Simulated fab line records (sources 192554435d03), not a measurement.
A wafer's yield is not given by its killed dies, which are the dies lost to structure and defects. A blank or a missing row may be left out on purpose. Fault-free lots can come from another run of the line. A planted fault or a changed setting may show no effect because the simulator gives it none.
fab line records	flow n5_finfet	part 2 of 2: steps 4 to 6 of 6
record lots=20	wafers=60	last_day=17
route steps=1938 shown SD_EPI_P@312 ILD0@338 SDB@369 HKMG_FIN@398
lots that met no fault: from a run of the same line without faults
start_h: hours from the record's opening day to when the first of the lot's shown wafers began	wait_h: time in hours since the lot's previous step	" repeats the value in the row above	L1.1+2: a single row standing in for several wafers	- no value, or no start was given	* or withheld: withheld	< > ~ a bound
route shown NAME@n: names a module that has steps shown in the file, with the first one's number in the route	usual: mean and standard deviation over wafers with no fault	same: alike in all rows	chamber/n: place in a boat	sites: per-site readings	_std_site: their standard deviation	_edge_site: mean of outer sites minus mean of inner sites	radius_mm: for every site, how far away it sits from the centre of the wafer	mask NAME#n: copy n	behind: the last tool/chamber to shape the wafer	hold: the reason the lot was held/the length of the hold in hours/how it ended	device: which transistor (n, p or np) failed to switch	end of line: the same wafers' tests at the end of the route	for a step that has no rows: nothing shown but its recipe	killed: dies lost to structure and defects at the first sort, not the wafer's yield	map: dies across one wafer; x = killed, . = not, _ = none there
set.NAME: setting as actually run; set.NAME@STEP: the setting as run at that earlier step	model.NAME: the simulator's own value behind a step, which no gauge read
a sample of lots followed through the steps of the route, with each step as a table and each wafer as a row
services: when a tool's chamber went out of use (start_h, in hours from the record's first day, below 0 if earlier), for how many hours, and the reason
## steps
# step N5_SDB_CMP_30
# recipe stop_on=poly-Si	t_overpolish_s=1.54	post_cmp_clean=alkaline_brush	down_force_psi=4.1491	platen_rpm=51.796	pad_velocity_m_s=1.0306	target_thk_nm=30
# usual head_pressure_psi=4.150/0.0089	motor_current_A=12.9/1.5	overpolish_run_s=1.540/0.0097	platen_rpm=51.80/0.04	slurry_filter_dp_kPa=13.51/0.13	time_to_endpoint_s=17.2/2.2
lot.wafer	tool	chamber	start_h	wait_h	head_pressure_psi	motor_current_A	overpolish_run_s	platen_rpm	slurry_filter_dp_kPa	time_to_endpoint_s
L074.1	cmp-03	1	69.84	1.5	4.151	13.1	1.537	51.74	13.49	16.0
L074.6	"	2	"	"	4.140	11.7	1.549	51.77	13.51	16.1
L074.5	"	3	"	"	4.144	13.0	1.533	51.77	13.50	15.3
L075.4	cmp-02	3	74.93	1.4	4.155	13.0	1.549	51.83	13.50	16.2
L075.2	"	0	"	"	4.127	10.8	1.541	51.82	13.45	15.8
L075.1	"	1	"	"	4.139	14.6	1.552	51.79	13.48	14.8
L076.4	cmp-01	3	85.68	1.5	4.154	11.9	1.538	51.77	13.42	17.7
L076.5	"	1	"	"	4.134	12.2	1.549	51.79	13.56	17.0
L076.6	"	2	"	"	4.155	14.5	1.532	51.78	13.44	18.2
L077.1	cmp-02	1	86.55	1.4	4.155	15.0	1.533	51.77	13.49	13.1
L077.2	"	2	"	"	4.134	11.2	1.539	51.81	13.62	14.0
L077.6	"	1	"	"	4.150	15.0	1.535	51.82	13.33	15.1
L078.1	cmp-03	0	94.64	1.4	4.158	13.4	1.538	51.82	13.43	20.0
L078.4	"	2	"	"	4.157	11.8	1.516	51.78	13.58	20.0
L078.6	"	0	"	"	4.150	14.2	1.535	51.78	13.59	19.3
L079.4	cmp-02	2	100.25	0.0	4.164	10.5	1.556	51.84	13.70	16.9
L079.6	"	2	"	"	4.145	10.7	1.541	51.81	13.52	15.7
L079.5	"	3	"	"	4.160	14.1	1.535	51.89	13.32	17.1
L081.2	cmp-01	1	112.35	1.4	4.152	12.0	1.543	51.83	13.55	18.5
L081.4	"	3	"	"	4.148	11.6	1.541	51.78	13.30	19.8
L081.6	"	1	"	"	4.160	12.3	1.546	51.76	13.47	18.0
L082.2	cmp-03	2	116.94	1.4	4.151	12.0	1.541	51.74	13.50	15.1
L082.3	"	3	"	"	4.155	14.1	1.534	51.82	13.48	15.1
L082.6	"	1	"	"	4.151	13.7	1.549	51.80	13.30	14.2
L083.1	cmp-03	3	122.86	1.4	4.144	12.8	1.530	51.78	13.67	18.1
L083.2	"	1	"	"	4.144	12.6	1.536	51.86	13.49	15.3
L083.6	"	3	"	"	4.152	13.0	1.533	51.83	13.50	17.5
L084.2	cmp-02	0	131.17	1.4	4.149	11.5	1.546	51.79	13.37	18.9
L084.1	"	1	"	"	4.145	15.0	1.528	51.77	13.55	17.0
L084.4	"	2	"	"	4.141	10.9	1.539	51.85	13.71	17.8
L085.1	cmp-03	1	136.54	1.4	4.137	13.3	1.550	51.80	13.56	15.5
L085.4	"	2	"	"	4.151	11.2	1.540	51.88	13.35	15.1
L085.2	"	3	"	"	4.149	13.0	1.546	51.69	13.60	15.0
L086.4	cmp-02	2	140.46	1.4	4.147	10.8	1.566	51.75	13.44	15.8
L086.3	"	3	"	"	4.155	12.4	1.527	51.70	13.56	16.0
L086.1	"	1	"	"	4.157	14.4	1.545	51.83	13.56	15.2
L087.3	cmp-03	3	147.48	1.4	4.152	13.7	1.533	51.86	13.38	16.3
L087.5	"	3	"	"	4.148	13.6	1.545	51.79	13.55	14.8
L087.6	"	0	"	"	4.142	13.6	1.551	51.77	13.41	15.1
L088.3	cmp-02	3	153.66	1.5	4.141	13.2	1.540	51.81	13.66	17.2
L088.1	"	0	"	"	4.157	11.2	1.550	51.78	13.76	17.3
L088.2	"	1	"	"	4.168	14.6	1.537	51.82	13.56	18.7
L090.2	cmp-03	3	165.02	1.4	4.157	13.1	1.550	51.80	13.61	15.6
L090.1	"	2	"	"	4.151	11.2	1.540	51.77	13.31	14.9
L090.5	"	3	"	"	4.143	13.2	1.550	51.85	13.70	19.8
L091.4	cmp-01	0	174.31	1.4	4.148	14.3	1.524	51.78	13.37	18.6
L091.3	"	2	"	"	4.172	15.4	1.538	51.88	13.59	20.0
L091.6	"	0	"	"	4.142	14.0	1.536	51.79	13.63	17.8
L093.4	cmp-01	2	182.73	1.4	4.165	16.1	1.554	51.79	13.38	20.0
L093.1	"	3	"	"	4.149	11.8	1.542	51.77	13.24	17.2
L093.6	"	3	"	"	4.155	11.7	1.536	51.81	13.48	17.9
L094.3	cmp-01	2	189.26	1.4	4.141	15.3	1.535	51.87	13.53	22.8
L094.1	"	0	"	"	4.154	14.2	1.535	51.81	13.62	21.6
L094.2	"	1	"	"	4.161	11.6	1.517	51.80	13.59	21.0
L096.3	cmp-01	0	205.95	1.4	4.145	13.3	1.536	51.79	13.56	19.9
L096.1	"	2	"	"	4.144	15.6	1.530	51.80	13.62	19.6
L096.5	"	0	"	"	4.148	13.3	1.539	51.82	13.63	20.3
L097.3	cmp-01	2	209.49	1.4	4.147	15.5	1.543	51.86	13.56	20.8
L097.4	"	0	"	"	4.151	13.8	1.525	51.82	13.48	18.5
L097.6	"	3	"	"	4.146	12.1	1.529	51.87	13.69	18.9
# step N5_HKMG_FIN_CD_MEAS_49
# recipe target_cd_nm=202	landing_energy_ev=500	detector=se_inlens	polarity=opening
# usual cd_nm=202.1/0.55
lot.wafer	tool	chamber	start_h	wait_h	cd_nm
L074.1	cd_sem-01	0	71.58	-	202.8
L074.5	"	0	"	"	202.6
L074.6	"	0	"	"	202.5
L075.1	cd_sem-01	0	76.83	-	203.0
L075.2	"	0	"	"	202.2
L075.4	"	0	"	"	202.3
L076.4	cd_sem-01	0	87.94	-	202.2
L076.5	"	0	"	"	201.9
L076.6	"	0	"	"	202.4
L077.1	cd_sem-01	0	88.85	-	201.7
L077.2	"	0	"	"	202.1
L077.6	"	0	"	"	201.9
L078.1	cd_sem-02	0	96.82	-	201.3
L078.4	"	0	"	"	202.3
L078.6	"	0	"	"	201.1
L079.4	cd_sem-02	0	102.11	-	201.9
L079.5	"	0	"	"	202.5
L079.6	"	0	"	"	202.1
L081.2	cd_sem-03	0	114.48	-	202.1
L081.4	"	0	"	"	202.3
L081.6	"	0	"	"	202.2
L082.2	cd_sem-01	0	118.77	-	202.8
L082.3	"	0	"	"	201.7
L082.6	"	0	"	"	202.0
L083.1	cd_sem-01	0	124.69	-	201.9
L083.2	"	0	"	"	201.7
L083.6	"	0	"	"	201.8
L084.1	cd_sem-02	0	133.28	-	201.2
L084.2	"	0	"	"	201.8
L084.4	"	0	"	"	201.7
L085.1	cd_sem-01	0	138.40	-	202.7
L085.2	"	0	"	"	203.1
L085.4	"	0	"	"	202.4
L086.1	cd_sem-03	0	142.39	-	202.6
L086.3	"	0	"	"	201.9
L086.4	"	0	"	"	202.5
L087.3	cd_sem-01	0	149.34	-	202.1
L087.5	"	0	"	"	202.2
L087.6	"	0	"	"	202.6
L088.1	cd_sem-03	0	155.83	-	202.1
L088.2	"	0	"	"	202.6
L088.3	"	0	"	"	202.7
L090.1	cd_sem-01	0	166.92	-	201.5
L090.2	"	0	"	"	200.9
L090.5	"	0	"	"	201.8
L091.3	cd_sem-01	0	176.16	-	202.2
L091.4	"	0	"	"	202.2
L091.6	"	0	"	"	202.4
L093.1	cd_sem-01	0	184.52	-	202.3
L093.4	"	0	"	"	202.8
L093.6	"	0	"	"	202.5
L094.1	cd_sem-01	0	190.98	-	202.2
L094.2	"	0	"	"	201.9
L094.3	"	0	"	"	202.5
L096.1	cd_sem-03	0	207.78	-	201.8
L096.3	"	0	"	"	201.1
L096.5	"	0	"	"	202.4
L097.3	cd_sem-01	0	211.35	-	200.7
L097.4	"	0	"	"	201.1
L097.6	"	0	"	"	201.4
# step N5_HKMG_FIN_STRIP_57
# recipe chemistry=CF4	resist=SiARC	power_w=300	bias_power_w=75	pressure_mtorr=50	cf4_flow_sccm=150	rf_frequency_hz=6e+07
# usual drypump_motor_current_A=5.5/0.4	oes_product_au=0.81/0.09	rf_fwd_power_W=293.0/1.3	rf_vpp_V=271.4/1.4	showerhead_plenum_p_Torr=1.81/0.049	throttle_valve_pct=13.68/0.26
lot.wafer	tool	chamber	start_h	wait_h	drypump_motor_current_A	oes_product_au	rf_fwd_power_W	rf_hours_counter_h	rf_vpp_V	showerhead_plenum_p_Torr	throttle_valve_pct
L074.1	rie_diel-02	2	71.95	0.0	5.0	0.74	292.5	139	269.3	1.72	13.80
L074.5	"	3	"	"	4.9	0.76	291.1	-	271.0	1.81	13.54
L074.6	"	2	"	"	5.0	0.75	292.4	-	269.4	1.72	13.80
L075.1	rie_diel-04	2	77.34	0.0	5.6	0.70	-	235	273.2	1.84	14.16
L075.2	"	3	"	"	5.4	0.86	290.5	48	272.6	1.82	13.52
L075.4	"	3	"	"	5.4	0.85	290.4	-	272.6	1.82	13.52
L076.4	rie_diel-04	0	88.38	0.0	5.5	0.99	294.3	-	271.8	1.84	13.52
L076.5	"	2	"	"	5.6	0.70	-	-	273.6	1.84	14.17
L076.6	"	3	"	"	5.4	0.84	291.8	-	272.6	1.82	13.55
L077.1	rie_diel-01	2	89.22	0.0	5.6	0.66	294.3	248	268.4	1.70	13.62
L077.2	"	0	"	"	5.9	0.68	291.5	235	272.3	1.85	13.85
L077.6	"	3	"	"	6.2	0.84	293.8	-	273.0	1.88	13.76
L078.1	rie_diel-04	3	97.19	0.0	5.4	0.84	292.6	57	272.0	1.82	13.56
L078.4	"	1	"	"	4.7	0.70	-	205	269.8	1.79	13.89
L078.6	"	1	"	"	4.7	0.70	-	-	270.6	1.79	13.86
L079.4	rie_diel-02	1	102.47	0.0	5.4	0.67	293.7	244	270.9	1.77	13.82
L079.5	"	3	"	"	4.9	0.76	291.4	-	270.7	1.80	13.57
L079.6	"	2	"	"	5.0	0.73	-	-	267.9	1.72	13.83
L081.2	rie_diel-04	3	114.85	0.0	5.4	0.83	292.4	63	271.9	1.82	13.56
L081.4	"	3	"	"	5.4	0.83	291.5	-	270.8	1.82	13.56
L081.6	"	1	"	"	4.7	0.70	295.7	-	272.3	1.79	13.90
L082.2	rie_diel-01	2	119.14	0.0	5.6	0.97	294.1	3	274.2	1.91	13.07
L082.3	"	1	"	"	6.1	0.78	292.7	92	271.7	1.75	13.79
L082.6	"	1	"	"	6.1	0.79	293.6	-	270.2	1.75	13.77
L083.1	rie_diel-04	0	125.21	0.0	5.5	0.92	294.7	14	272.5	1.83	13.57
L083.2	"	3	"	"	5.4	0.82	291.9	68	270.4	1.82	13.55
L083.6	"	3	"	"	5.4	0.83	292.9	-	271.9	1.82	13.56
L084.1	rie_diel-01	3	133.69	0.0	6.2	0.82	293.0	79	273.6	1.88	13.81
L084.2	"	2	"	"	5.6	0.95	293.4	7	274.1	1.91	13.08
L084.4	"	1	"	"	6.1	0.78	292.7	-	269.9	1.75	13.79
L085.1	rie_diel-02	0	138.86	0.0	5.6	0.76	294.3	163	268.6	1.79	13.87
L085.2	"	3	"	"	4.9	0.75	290.9	146	270.6	1.80	13.59
L085.4	"	1	"	"	5.4	0.96	292.3	1	269.2	1.76	13.25
L086.1	rie_diel-04	0	142.99	0.0	5.5	0.90	294.9	21	273.2	1.83	13.57
L086.3	"	3	"	"	5.4	0.82	292.6	75	270.1	1.81	13.59
L086.4	"	2	"	"	5.6	0.94	290.8	6	272.2	1.84	13.63
L087.3	rie_diel-02	2	149.71	0.0	5.0	0.72	292.2	169	268.5	1.71	13.88
L087.5	"	1	"	"	5.4	0.93	292.5	-	271.5	1.76	13.26
L087.6	"	2	"	"	5.0	0.72	291.9	-	270.1	1.71	13.87
L088.1	rie_diel-02	0	156.45	0.0	5.6	0.75	292.6	169	270.2	1.79	13.87
L088.2	"	2	"	"	5.1	0.71	292.2	172	271.1	1.71	13.87
L088.3	"	1	"	"	5.4	0.94	293.0	7	270.0	1.76	13.28
L090.1	rie_diel-02	0	167.29	0.0	5.6	0.76	-	173	271.5	1.79	13.87
L090.2	"	1	"	"	5.3	0.91	293.2	11	270.7	1.76	13.28
L090.5	"	2	"	"	5.0	0.71	291.2	-	269.9	1.71	13.89
L091.3	rie_diel-01	2	176.61	0.0	5.6	0.91	294.0	25	272.6	1.90	13.11
L091.4	"	1	"	"	6.0	0.77	294.2	115	270.2	1.74	13.82
L091.6	"	2	"	"	5.6	0.90	293.2	-	272.4	1.90	13.12
L093.1	rie_diel-04	0	184.89	0.0	5.5	0.88	294.2	36	271.6	1.83	13.60
L093.4	"	2	"	"	5.6	0.89	292.6	21	271.0	1.83	13.66
L093.6	"	3	"	"	5.4	0.79	292.9	-	271.0	1.81	13.62
L094.1	rie_diel-04	3	191.39	0.0	5.4	0.80	293.2	93	270.7	1.81	13.64
L094.2	"	0	"	"	5.5	0.88	294.4	39	272.2	1.82	13.61
L094.3	"	1	"	"	4.8	0.68	-	235	270.6	1.78	13.94
L096.1	rie_diel-01	2	208.15	0.0	5.6	0.88	292.8	37	274.0	1.90	13.15
L096.3	"	0	"	"	6.0	0.93	291.2	20	271.6	1.84	13.37
L096.5	"	2	"	"	5.6	0.88	293.7	-	272.7	1.90	13.14
L097.3	rie_diel-02	1	212.14	0.0	5.3	0.88	292.3	26	270.7	1.76	13.33
L097.4	"	3	"	"	4.9	0.72	292.2	172	269.9	1.79	13.68
L097.6	"	2	"	"	5.0	0.71	293.5	-	269.1	1.71	13.91
## services
tool	chamber	start_h	hours	kind
rie_si-04	3	32.80	10.1	repair
cmp-01	-	38.10	0.9	repair
rie_diel-05	0	43.68	8.0	repair
rie_si-04	2	45.95	10.4	repair
rie_diel-05	2	47.42	1.8	repair
cmp-02	-	52.52	4.0	pm
rie_diel-02	1	60.43	7.0	repair
rie_diel-01	1	63.32	3.7	repair
rie_diel-05	2	65.70	3.1	repair
cmp-04	-	77.94	1.9	repair
rie_diel-03	-	95.11	2.8	pm
cmp-02	-	105.47	11.0	pm
rie_diel-01	1	105.60	1.4	repair
rie_si-04	1	113.97	6.7	repair
rie_diel-04	1	120.61	9.8	repair
cmp-01	-	122.32	0.2	repair
cmp-03	-	139.74	4.0	pm
cmp-04	-	147.90	5.3	pm
cmp-04	-	154.33	19.0	pm
rie_diel-06	3	158.92	1.5	repair
cmp-01	-	171.22	0.3	repair
rie_diel-02	0	180.49	4.4	repair
cmp-02	-	184.44	0.7	repair
cmp-04	-	191.17	5.9	repair
